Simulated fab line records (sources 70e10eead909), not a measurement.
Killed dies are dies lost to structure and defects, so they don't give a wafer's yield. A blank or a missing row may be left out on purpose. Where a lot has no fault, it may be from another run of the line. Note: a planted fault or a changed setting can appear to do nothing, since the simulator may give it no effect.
A lot that was struck, set against a sound lot :: flow nand harc :: 14 out of 1159 route steps
Sound: wafers L284.2, L284.3, L284.5. Struck: wafer L289.5 (L289.3, L289.6, from the same lot, were not struck and are left out); the cause is given at the end.
Order at every step that has rows: each side's tool, ch and its chambers, its first start. Under that, the readings that differ: sound wafers :: struck wafers :: difference of the means :: sigmas: that difference in standard deviations of wafers without a fault.
alike: same words and numbers on both sides, and readings whose means sit less than 2 such deviations apart. not compared: any withheld reading, any reading some wafer has no value for, any bound like >300 that may hide the same value, and any number with overlapping values for which the record gives no deviation.
A row with sigmas, a row that says differs or no value, or rows on one side alone: a step with any of these is where the two part. Numbers that have no deviation but don't overlap get no sigmas and don't part them. A reading that every wafer of one side lacks parts them only if that side has two wafers or more.

first, 10 steps without rows for these wafers: NHARC_A_STAIRCASE_SRD_241; NHARC_A_STAIRCASE_DEHYDRATE_242 (time 120 s); NHARC_A_STAIRCASE_HMDS_243 (time 30 s); NHARC_A_STAIRCASE_COAT_244; NHARC_A_STAIRCASE_SOFTBAKE_245 (time 170 s); NHARC_A_STAIRCASE_EBR_246; NHARC_A_STAIRCASE_EXPOSE_247 (exposes mask SDS 1); NHARC_A_STAIRCASE_PEB_248 (peb time 130 s); NHARC_A_STAIRCASE_DEVELOP_249 (time 140 s); NHARC_A_STAIRCASE_HARDBAKE_251 (time 140 s).
NHARC_A_STAIRCASE_DESCUM_252: chemistry O2, time 3 s.
  sound on rie diel-01 ch 0,1,2, day 12 10:33; struck on rie diel-01 ch 2, day 14 01:52
reading: chamber pressure mTorr (mTorr)
sound: 59.98 60.00 59.99
struck: 60.09
difference: +0.10
sigmas: +2
  alike: drypump motor current A, oes product au, rf vpp V, showerhead plenum p Torr, throttle valve pct
  not compared: rf hours counter h
NHARC_A_STAIRCASE_ETCH_253: etches the open film in C4F8/O2, target depth 50 nm, time 20.2 s.
  sound on rie diel-01 ch 0,3, day 12 10:37; struck on rie diel-01 ch 0, day 14 01:56
reading: oes product au (a.u.)
sound: 0.920 0.919 0.917
struck: 0.973
difference: +0.054
sigmas: +3

reading: run length s (s)
sound: 41.3 42.0 41.4
struck: 30.6
difference: -11.0
sigmas: -32
  alike: chamber pressure mTorr, rf vpp V
  not compared: rf hours counter h
NHARC_A_STAIRCASE_STRIP_254: strips in O2.
  sound on plasma asher-02 ch 0,1, day 12 10:46; struck on plasma asher-02 ch 1, day 14 02:07
  alike: drypump motor current A, heater power w
  not compared: rf hours counter h
-- the record jumps here: 8 days lie between the struck wafers' starts before and after (it left off in module A_STAIRCASE and takes up again in module END, whose first step shown is number 1159 of the route) --
NHARC_END_SORT_01:
  only the struck wafers appear in the record here, on prober-01 ch 0 at day 22 01:58; the sound ones have no rows

== WHERE THEY PART ==
At NHARC_A_STAIRCASE_DESCUM_252 first; at NHARC_END_SORT_01 last (within this record only).

WHY: what had been put in by the simulator
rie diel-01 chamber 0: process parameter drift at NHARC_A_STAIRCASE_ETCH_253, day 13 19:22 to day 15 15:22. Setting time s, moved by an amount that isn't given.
